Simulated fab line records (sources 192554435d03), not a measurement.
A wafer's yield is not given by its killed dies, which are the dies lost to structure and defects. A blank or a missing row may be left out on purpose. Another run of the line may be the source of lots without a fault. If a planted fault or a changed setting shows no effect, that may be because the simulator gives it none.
fab line records	flow n5-finfet
[record] lots = 5	wafers = 15	last-day = 19
route steps=1938 shown BEOL_M3@968 BEOL_M4@1111
lots with no fault: from the same line, run without faults
start-h: start of the lot's first displayed wafer, in hours after the record's first day	wait-h: how many hours have passed since the lot's step before this one	" unchanged from the row above	L1.1+2: a row that stands for several wafers	- either no value or no given start	* or withheld: withheld	< > ~ a bound
route shown NAME@n: NAME is a module with steps in the file, n the number in the route of the first one	usual: mean and standard deviation over wafers with no fault	same: alike in all rows	chamber/n: place in a boat	sites: the reading at each site	_std_site: standard deviation across them	_edge_site: the outer-site mean with the inner-site mean subtracted	radius-mm: for every site, how far away it sits from the centre of the wafer	mask NAME#n: copy n	behind: the most recent tool/chamber to have shaped the wafer	hold: the reason the lot was held/the length of the hold in hours/how it ended	device: whichever transistor did not switch (one of n, p or np)	end of line: the same wafers' tests at the end of the route	for a step that has no rows: nothing shown but its recipe	killed: at the first sort, the dies lost to defects and structure; wafer yield is something else	map: a wafer's dies, marking killed ones x, the rest . and places with no die _
set.NAME: setting as actually run; set.NAME@STEP: the setting as run at that earlier step	model.NAME: the simulator's own value behind a step, which no gauge read
lots at some steps of the route; a table a step, a row a wafer
services: when a tool's chamber went out of use (start-h, in hours from the record's first day, below 0 if earlier), for how many hours, and the reason
[[steps]]
[step N5_BEOL_M3_INSPECT_30]
[recipe] mode = adi	inspect-instrument = brightfield
[usual] raw-defect-count = 424/100
lot.wafer	tool	chamber	start-h	wait-h	raw-defect-count
L985.1	defect-inspect-01	-	142.32	0.1	279
L985.5	"	-	"	"	307
L985.6	"	-	"	"	291
L990.1	defect-inspect-01	-	183.69	0.1	372
L990.3	"	-	"	"	366
L990.4	"	-	"	"	321
L997.1	defect-inspect-01	-	229.21	0.1	302
L997.2	"	-	"	"	411
L997.3	"	-	"	"	290
L102.2	defect-inspect-01	-	256.13	0.0	435
L102.4	"	-	"	"	441
L102.5	"	-	"	"	495
L107.1	defect-inspect-02	-	299.74	0.1	301
L107.2	"	-	"	"	335
L107.3	"	-	"	"	386
[step N5_BEOL_M3_DESCUM_33]
[recipe] chemistry = O2	time-s = 7	source-power-w = 50	bias-power-w = 20	pressure-mtorr = 20	rf-frequency-hz = 2.712e+07	temp-c = 40	resist = CAR-EUV	o2-flow-sccm = 225
[usual] drypump-motor-current-A = 5.5/0.41	oes-product-au = 0.79/0.083	rf-fwd-power-W = 49.31/0.26	rf-vpp-V = 243.2/1	showerhead-plenum-p-Torr = 2.09/0.047	throttle-valve-pct = 20.40/0.23
lot.wafer	tool	chamber	start-h	wait-h	drypump-motor-current-A	oes-product-au	rf-fwd-power-W	rf-hours-counter-h	rf-vpp-V	showerhead-plenum-p-Torr	throttle-valve-pct
L985.1	rie-diel-05	1	142.35	0.0	4.9	0.89	49.27	47	242.7	2.04	20.17
L985.5	"	0	"	"	4.9	0.70	48.91	-	243.6	2.07	20.67
L985.6	"	1	"	"	4.9	0.88	49.37	-	242.7	2.04	20.18
L990.1	rie-diel-06	2	183.72	0.0	5.8	0.79	49.77	106	242.6	2.11	20.50
L990.3	"	1	"	"	5.8	1.00	49.12	1	245.1	2.23	20.21
L990.4	"	0	"	"	5.4	0.73	49.00	-	242.3	2.08	20.66
L997.1	rie-diel-05	0	229.42	0.2	4.9	0.68	48.83	234	241.9	2.06	20.73
L997.2	"	3	"	"	5.4	0.75	49.53	140	243.8	2.09	20.19
L997.3	"	2	"	"	5.8	0.80	48.92	114	243.3	2.09	20.72
L102.2	rie-diel-03	1	256.23	0.1	5.1	0.80	49.61	104	243.9	2.11	20.26
L102.4	"	2	"	"	5.8	0.69	49.31	206	242.8	2.15	20.17
L102.5	"	2	"	"	5.8	0.69	49.18	-	244.3	2.15	20.18
L107.1	rie-diel-05	3	299.77	0.0	5.4	0.74	49.39	158	243.0	2.09	20.22
L107.2	"	1	"	"	4.9	0.84	49.06	92	241.4	2.03	20.24
L107.3	"	2	"	"	5.8	0.78	49.15	134	242.7	2.09	20.75
[step N5_BEOL_M3_ETCH_77]
[recipe] chemistry = N2/H2	target = underlayer	target-depth-a = 65	mask-material = CAR-EUV	time-s = 5.2	ion-energy-ev = 200	pressure-mtorr = 30	source-w = 840	bias-w = 150	n2-flow-sccm = 200	h2-flow-sccm = 200	ends = cleared
[step N5_BEOL_M3_ETCH_69]
[recipe] chemistry = CF4	target = SiARC	target-depth-a = 156	mask-material = CAR-EUV	time-s = 26	ion-energy-ev = 80	pressure-mtorr = 40	source-w = 545	bias-w = 36	Ar_flow_sccm = 100	cf4-flow-sccm = 100	ends = cleared
[step N5_BEOL_M3_ALD_98]
[recipe] material = SiO2	target-thk-a = 25	temp-c = 100	ald-precursor-family = BDEAS	ald-co-reactant = O2-plasma	pulse-time-s = 1	co-reactant-pulse-time-s = 1	purge-time-s = 2	co-reactant-purge-time-s = 2	ald-cycles = 17	pressure-torr = 2
[step N5_BEOL_M3_ETCHBACK_99]
[recipe] chemistry = CHF3	target = SiO2	target-depth-a = 50	time-s = 10.4	source-w = 215	bias-w = 47	Ar_flow_sccm = 200	CHF3_flow_sccm = 12	ion-energy-ev = 100	pressure-mtorr = 30
[step N5_BEOL_M3_ETCH_70]
[recipe] chemistry = N2/H2	target = SOC	target-depth-a = 800	overetch-a = 160	mask-material = SiARC	temp-c = 40	time-s = 120	ion-energy-ev = 200	pressure-mtorr = 30	source-w = 840	bias-w = 150	n2-flow-sccm = 200	h2-flow-sccm = 200
[usual] bias-w = 150.0/0.48	drypump-motor-current-A = 5.5/0.39	oes-product-au = 0.60/0.057	rf-fwd-power-W = 835.0/2.9	rf-vpp-V = 523.9/1.9	showerhead-plenum-p-Torr = 2.54/0.062	throttle-valve-pct = 17.81/0.25
lot.wafer	tool	chamber	start-h	wait-h	bias-w	drypump-motor-current-A	oes-product-au	rf-fwd-power-W	rf-hours-counter-h	rf-vpp-V	showerhead-plenum-p-Torr	throttle-valve-pct
L985.1	rie-diel-06	0	143.00	0.0	150.2	5.4	0.57	839.4	187	523.2	2.53	18.02
L985.5	"	0	"	"	150.3	5.4	0.57	837.0	-	522.0	2.53	18.02
L985.6	"	1	"	"	149.8	5.8	0.53	838.6	-	519.3	2.39	18.03
L990.1	rie-diel-05	3	186.89	0.0	149.9	5.4	0.59	831.9	129	525.8	2.55	17.53
L990.3	"	1	"	"	149.9	4.9	0.66	835.8	61	522.1	2.48	17.51
L990.4	"	2	"	"	149.6	5.8	0.62	833.2	104	523.8	2.56	18.08
L997.1	rie-diel-05	1	233.63	0.0	150.2	4.9	0.65	836.7	73	522.1	2.47	17.53
L997.2	"	0	"	"	150.0	4.9	0.52	833.0	235	524.0	2.51	18.10
L997.3	"	3	"	"	149.4	5.4	0.57	839.7	141	524.1	2.54	17.55
L102.2	rie-diel-03	2	260.81	0.0	150.5	5.8	0.53	838.6	207	526.0	2.61	17.59
L102.4	"	3	"	"	150.7	5.5	0.56	837.2	167	523.4	2.54	18.14
L102.5	"	0	"	"	150.5	6.3	0.67	831.7	-	522.4	2.49	17.51
L107.1	rie-diel-06	3	307.14	0.0	150.3	5.2	0.68	833.1	33	522.9	2.47	17.69
L107.2	"	1	"	"	150.0	5.7	0.66	833.7	39	527.6	2.69	17.68
L107.3	"	2	"	"	150.1	5.8	0.57	839.3	144	525.2	2.55	17.93
[step N5_BEOL_M3_STRIP_71]
[recipe] chemistry = N2/H2	temp-c = 40	n2-flow-sccm = 200	h2-flow-sccm = 200	rf-frequency-hz = 6e+07
[step N5_BEOL_M3_STRIP_78]
[recipe] chemistry = N2/H2	temp-c = 40	n2-flow-sccm = 200	h2-flow-sccm = 200	rf-frequency-hz = 6e+07
[step N5_BEOL_M3_VIA_ETCH_34]
[recipe] chemistry = C4F6/O2	target-depth-a = 694	mask-material = SOC	pressure-mtorr = 15	ion-energy-ev = 250	taper-deg = 4	time-s = 65.9	source-w = 350	bias-w = 170	Ar_flow_sccm = 300	C4F6_flow_sccm = 10	O2_flow_sccm = 10
[usual] O2_flow_sccm = 9.996/0.025	bias-w = 169.9/0.52	drypump-motor-current-A = 5.5/0.39	oes-product-au = 0.79/0.08	rf-fwd-power-W = 346.8/1.4	rf-vpp-V = 665/7	showerhead-plenum-p-Torr = 2.85/0.068	throttle-valve-pct = 30.81/0.23
lot.wafer	tool	chamber	start-h	wait-h	O2_flow_sccm	bias-w	drypump-motor-current-A	oes-product-au	rf-fwd-power-W	rf-hours-counter-h	rf-vpp-V	showerhead-plenum-p-Torr	throttle-valve-pct
L985.1	rie-diel-06	0	143.10	0.0	9.981	169.2	5.4	0.73	345.9	187	659	2.83	30.97
L985.5	"	0	"	"	9.984	170.6	5.4	0.72	346.2	-	659	2.83	31.00
L985.6	"	1	"	"	10.032	170.9	5.7	0.68	346.6	-	660	2.69	30.88
L990.1	rie-diel-05	3	186.99	0.0	10.003	170.2	5.4	0.75	347.9	129	681	2.86	30.62
L990.3	"	1	"	"	10.037	170.5	4.9	0.86	346.6	61	672	2.77	30.54
L990.4	"	2	"	"	9.965	169.8	5.8	0.81	343.9	104	664	2.86	31.18
L997.1	rie-diel-05	1	233.73	0.0	9.990	170.7	4.9	0.85	347.0	73	672	2.77	30.55
L997.2	"	0	"	"	10.009	170.2	4.9	0.69	346.1	235	656	2.81	31.04
L997.3	"	3	"	"	10.016	170.2	5.4	0.75	348.6	141	681	2.86	30.64
L102.2	rie-diel-03	2	260.91	0.0	9.946	169.7	5.8	0.68	348.8	207	667	2.93	30.46
L102.4	"	3	"	"	9.976	169.8	5.5	0.73	345.3	167	658	2.84	31.07
L102.5	"	0	"	"	10.012	169.9	6.2	0.88	347.5	-	660	2.79	30.60
L107.1	rie-diel-06	3	307.24	0.0	9.984	170.1	5.1	0.92	346.8	33	661	2.78	30.76
L107.2	"	1	"	"	10.000	168.7	5.8	0.88	348.1	39	669	3.01	30.74
L107.3	"	2	"	"	10.008	170.2	5.8	0.76	348.6	144	665	2.85	30.83
[step N5_BEOL_M3_STRIP_83]
[recipe] chemistry = C4F6/O2	resist = SiARC	rf-frequency-hz = 6e+07
[step N5_BEOL_M3_STRIP_36]
[recipe] chemistry = N2/H2	power-w = 450	temp-c = 40	pressure-mtorr = 20	rf-frequency-hz = 6e+07	overash-fraction = 0.3	bias-power-w = 7	h2-frac = 0.5	n2-flow-sccm = 200	h2-flow-sccm = 200
[usual] drypump-motor-current-A = 5.5/0.39	oes-product-au = 0.78/0.081	rf-vpp-V = 59.1/1.3	showerhead-plenum-p-Torr = 2.54/0.062	throttle-valve-pct = 23.62/0.26
lot.wafer	tool	chamber	start-h	wait-h	drypump-motor-current-A	oes-product-au	rf-hours-counter-h	rf-vpp-V	showerhead-plenum-p-Torr	throttle-valve-pct
L985.1	rie-diel-06	0	143.16	0.0	5.4	0.73	187	60.7	2.52	23.87
L985.5	"	0	"	"	5.4	0.73	-	58.1	2.52	23.85
L985.6	"	1	"	"	5.7	0.69	-	58.5	2.39	23.82
L990.1	rie-diel-05	3	187.05	0.0	5.5	0.75	129	58.6	2.54	23.29
L990.3	"	1	"	"	4.9	0.87	61	60.0	2.47	23.32
L990.4	"	2	"	"	5.8	0.82	104	60.2	2.56	23.97
L997.1	rie-diel-05	1	233.79	0.0	4.9	0.85	73	60.4	2.47	23.29
L997.2	"	0	"	"	4.9	0.68	235	58.8	2.50	23.85
L997.3	"	3	"	"	5.4	0.76	141	61.4	2.54	23.31
L102.2	rie-diel-03	2	260.97	0.0	5.8	0.68	207	57.9	2.61	23.30
L102.4	"	3	"	"	5.4	0.74	167	60.1	2.53	23.96
L102.5	"	0	"	"	6.3	0.89	-	57.6	2.48	23.40
L107.1	rie-diel-06	3	307.30	0.0	5.2	0.91	33	59.3	2.47	23.50
L107.2	"	1	"	"	5.7	0.88	39	60.2	2.69	23.61
L107.3	"	2	"	"	5.8	0.75	144	58.8	2.54	23.69
[step N5_BEOL_M3_TRENCH_ETCH_37]
[recipe] chemistry = C4F6/O2	target-depth-a = 555.55	target = SiOC	time-s = 29.2	ion-energy-ev = 250	pressure-mtorr = 30	source-w = 355	bias-w = 185	Ar_flow_sccm = 300	C4F6_flow_sccm = 10	O2_flow_sccm = 10
[usual] O2_flow_sccm = 9.998/0.029	bias-w = 185.0/0.56	drypump-motor-current-A = 5.5/0.39	oes-product-au = 0.78/0.08	rf-fwd-power-W = 349.3/2.1	rf-vpp-V = 665/7.3	showerhead-plenum-p-Torr = 2.85/0.068	throttle-valve-pct = 20.90/0.23
lot.wafer	tool	chamber	start-h	wait-h	O2_flow_sccm	bias-w	drypump-motor-current-A	oes-product-au	rf-fwd-power-W	rf-hours-counter-h	rf-vpp-V	showerhead-plenum-p-Torr	throttle-valve-pct	model.BEOL_M3.feature-depth-nm	model.etch.depth-nm	model.TiN_of_BEOL_M3_HM_DEP_02.thk-nm
L985.1	rie-diel-06	0	143.20	-	9.973	185.0	5.4	0.73	347.5	187	658	2.84	21.10	54.4	54.33	17.6
L985.5	"	0	"	"	9.957	184.5	5.4	0.74	348.4	-	661	2.84	21.08	54.6	54.59	17.6
L985.6	"	1	"	"	10.024	185.6	5.7	0.67	348.7	-	658	2.70	21.03	54.6	54.56	17.6
L990.1	rie-diel-05	3	187.09	-	10.038	185.4	5.4	0.76	350.2	129	681	2.87	20.67	54.6	54.63	17.8
L990.3	"	1	"	"	9.976	184.8	4.9	0.87	351.6	61	672	2.78	20.64	56.2	56.13	17.6
L990.4	"	2	"	"	10.012	184.8	5.8	0.82	344.5	104	664	2.87	21.18	56.8	56.73	17.8
L997.1	rie-diel-05	1	233.83	-	9.986	185.3	4.9	0.85	349.9	73	671	2.77	20.65	55.6	55.62	17.4
L997.2	"	0	"	"	9.987	184.8	4.9	0.88	346.4	235	657	2.81	21.21	80	79.92	16.4
L997.3	"	3	"	"	9.979	183.7	5.4	0.75	350.7	141	682	2.86	20.68	54.4	54.49	17.4
L102.2	rie-diel-03	2	261.01	-	10.009	184.7	5.7	0.69	347.3	207	669	2.93	20.65	54.2	54.19	17.4
L102.4	"	3	"	"	9.996	185.0	5.4	0.73	351.4	168	658	2.84	21.17	55.6	55.68	17.4
L102.5	"	0	"	"	9.948	185.8	6.2	0.88	350.9	-	661	2.79	20.59	56.2	56.14	17.4
L107.1	rie-diel-06	3	307.34	-	9.988	184.9	5.2	0.91	348.6	33	661	2.78	20.83	57	56.93	17.6
L107.2	"	1	"	"	10.003	185.1	5.7	0.87	349.7	39	669	3.02	20.74	55.2	55.17	17.8
L107.3	"	2	"	"	10.006	184.0	5.8	0.75	350.9	144	665	2.85	21.00	56	56.04	18
[step N5_BEOL_M3_ETCH_41]
[recipe] chemistry = CH3F/O2	target = SiCN	target-depth-a = 299	taper-deg = 2	time-s = 52.5	ion-energy-ev = 120	mask-material = TiN	pressure-mtorr = 30	source-w = 395	bias-w = 75	Ar_flow_sccm = 150	CH3F_flow_sccm = 30	O2_flow_sccm = 20
[step N5_BEOL_M3_STRIP_97]
[recipe] chemistry = N2/H2	time-s = 10	power-w = 450	temp-c = 40	pressure-mtorr = 20	rf-frequency-hz = 6e+07	bias-power-w = 7	n2-flow-sccm = 200	h2-flow-sccm = 200
[usual] drypump-motor-current-A = 5.5/0.39	oes-product-au = 0.79/0.081	rf-vpp-V = 59.2/0.95	showerhead-plenum-p-Torr = 2.54/0.062	throttle-valve-pct = 23.62/0.26
lot.wafer	tool	chamber	start-h	wait-h	drypump-motor-current-A	oes-product-au	rf-hours-counter-h	rf-vpp-V	showerhead-plenum-p-Torr	throttle-valve-pct
L985.1	rie-diel-06	0	-	-	5.4	0.74	187	58.4	2.52	23.84
L985.5	"	0	"	"	5.4	0.73	-	58.5	2.52	23.85
L985.6	"	1	"	"	5.7	0.67	-	58.5	2.39	23.78
L990.1	rie-diel-05	3	-	-	5.4	0.76	129	60.7	2.54	23.31
L990.3	"	1	"	"	4.9	0.86	61	60.3	2.47	23.30
L990.4	"	2	"	"	5.8	0.81	104	60.3	2.56	23.99
L997.1	rie-diel-05	1	-	-	4.9	0.85	73	57.6	2.47	23.31
L997.2	"	0	"	"	4.9	0.69	235	58.4	2.50	23.86
L997.3	"	3	"	"	5.4	0.75	141	58.6	2.54	23.32
L102.2	rie-diel-03	2	-	-	5.8	0.68	207	60.6	2.61	23.30
L102.4	"	3	"	"	5.4	0.73	168	58.5	2.53	23.96
L102.5	"	0	"	"	6.3	0.87	-	59.7	2.48	23.38
L107.1	rie-diel-06	3	-	-	5.1	0.92	33	59.5	2.47	23.48
L107.2	"	1	"	"	5.7	0.89	39	59.5	2.69	23.60
L107.3	"	2	"	"	5.8	0.75	144	59.2	2.54	23.69
[step N5_BEOL_M3_OCD_MEAS_38]
[usual] trench-depth-nm = 55.4/0.86
lot.wafer	tool	chamber	start-h	wait-h	trench-depth-nm
L985.1	ocd-02	-	143.35	-	54.7
L985.5	"	-	"	"	54.1
L985.6	"	-	"	"	54.5
L990.1	ocd-02	-	187.24	-	54.6
L990.3	"	-	"	"	56.4
L990.4	"	-	"	"	56.9
L997.1	ocd-01	-	233.98	-	55.6
L997.2	"	-	"	"	80.6
L997.3	"	-	"	"	54.5
L102.2	ocd-02	-	261.17	-	53.8
L102.4	"	-	"	"	56.1
L102.5	"	-	"	"	56.5
L107.1	ocd-01	-	307.49	-	57.2
L107.2	"	-	"	"	54.6
L107.3	"	-	"	"	56.0
[step N5_BEOL_M3_HM_STRIP_39]
[recipe] chemistry = peroxide-tin-strip	material = TiN	target-depth-a = 250	temp-c = 50	time-s = 158
[step N5_BEOL_M4_RC_MEAS_101]
[usual] DIBL_N = 36.2/1.2	DIBL_P = 36.3/1.3	IOFF_N = 0.155/0.019	IOFF_P = 0.210/0.029	ION_N = 677/8.6	ION_P = 465/6.8	SS_N = 71.4/0.48	SS_P = 73.2/0.53	VT_N = 249.9/2.4	VT_P = -250/3.2
lot.wafer	tool	chamber	start-h	wait-h	DIBL_N[mV/V]	DIBL_P[mV/V]	IOFF_N[nA/um]	IOFF_P[nA/um]	ION_N[uA/um]	ION_P[uA/um]	SS_N[mV/dec]	SS_P[mV/dec]	VT_N[mV]	VT_P[mV]
L985.1	prober-02	0	158.27	0.0	36.7	37.5	0.172	0.218	680	469	71.5	73.3	249.2	-250
L985.5	"	0	"	"	37.2	37.8	0.173	0.225	686	469	71.9	72.9	251.2	-250
L985.6	"	0	"	"	37.2	37.5	0.171	0.211	678	466	71.6	72.8	249.5	-249
L990.1	prober-02	0	206.20	0.0	36.9	36.5	0.152	0.180	675	457	71.5	73.3	248.5	-254
L990.3	"	0	"	"	37.6	36.8	0.162	0.193	691	466	71.5	73.7	252.0	-254
L990.4	"	0	"	"	38.6	39.0	0.188	0.228	676	464	72.0	73.7	248.4	-252
L997.1	prober-01	0	261.21	0.0	35.4	35.3	0.139	0.187	673	464	71.3	73.1	251.9	-252
L997.2	"	0	"	"	37.4	37.7	0.161	0.215	664	456	71.4	73.3	250.3	-250
L997.3	"	0	"	"	37.6	37.4	0.159	0.215	668	460	72.2	73.5	250.5	-250
L102.2	prober-02	0	292.54	0.2	37.0	35.3	0.142	0.169	678	458	71.0	72.6	250.7	-254
L102.4	"	0	"	"	38.0	37.1	0.164	0.183	688	459	71.3	72.7	249.7	-256
L102.5	"	0	"	"	37.4	36.3	0.152	0.182	667	454	71.6	73.9	251.5	-255
L107.1	prober-02	0	329.04	0.0	36.2	35.4	0.151	0.202	671	464	71.4	73.1	249.5	-252
L107.2	"	0	"	"	35.7	35.3	0.148	0.196	665	455	71.2	72.5	251.8	-252
L107.3	"	0	"	"	38.5	37.9	0.202	0.232	680	461	72.1	74.5	247.8	-252
[[services]]
tool	chamber	start-h	hours	kind
rie-diel-06	1	144.27	14.9	repair
rie-diel-03	3	152.15	13.5	repair
rie-diel-03	-	157.17	10.0	pm
rie-diel-06	1	161.77	-	clean
rie-diel-06	1	161.77	-	consumable-replace:focus-ring
rie-diel-06	1	161.77	-	consumable-replace:showerhead
rie-diel-06	1	161.77	18.3	scheduled-down
rie-diel-06	1	161.77	18.3	vent-cycle
rie-diel-05	3	175.74	3.6	repair
rie-diel-06	3	180.34	-	clean
rie-diel-06	3	180.34	-	consumable-replace:focus-ring
rie-diel-06	3	180.34	15.5	scheduled-down
rie-diel-06	3	180.34	15.5	vent-cycle
rie-diel-03	0	209.33	4.7	repair
rie-diel-06	0	235.18	4.9	repair
rie-diel-03	0	268.47	1.5	repair
rie-diel-05	0	280.12	21.8	repair
[[key]]
[first-sign] step = N5_BEOL_M3_OCD_MEAS_38	reading = trench-depth-nm	direction = up	sigmas = 29	usual = 55.4	struck = 80.6
effect none on later readings
[model-effect] step = N5_BEOL_M3_TRENCH_ETCH_37	value = BEOL_M3.feature-depth-nm	without = 54	struck = 80
met-at N5_BEOL_M3_TRENCH_ETCH_37
struck-wafers L997.2
onset-between 187.09 233.83
[fault] kind = process-parameter-drift	tool = rie-diel-05	chamber = -	onset-h = 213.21	steps = N5_BEOL_M3_TRENCH_ETCH_37	channel = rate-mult	offset = 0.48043	shape = step	end-h = 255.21	scope = struck-wafers-only
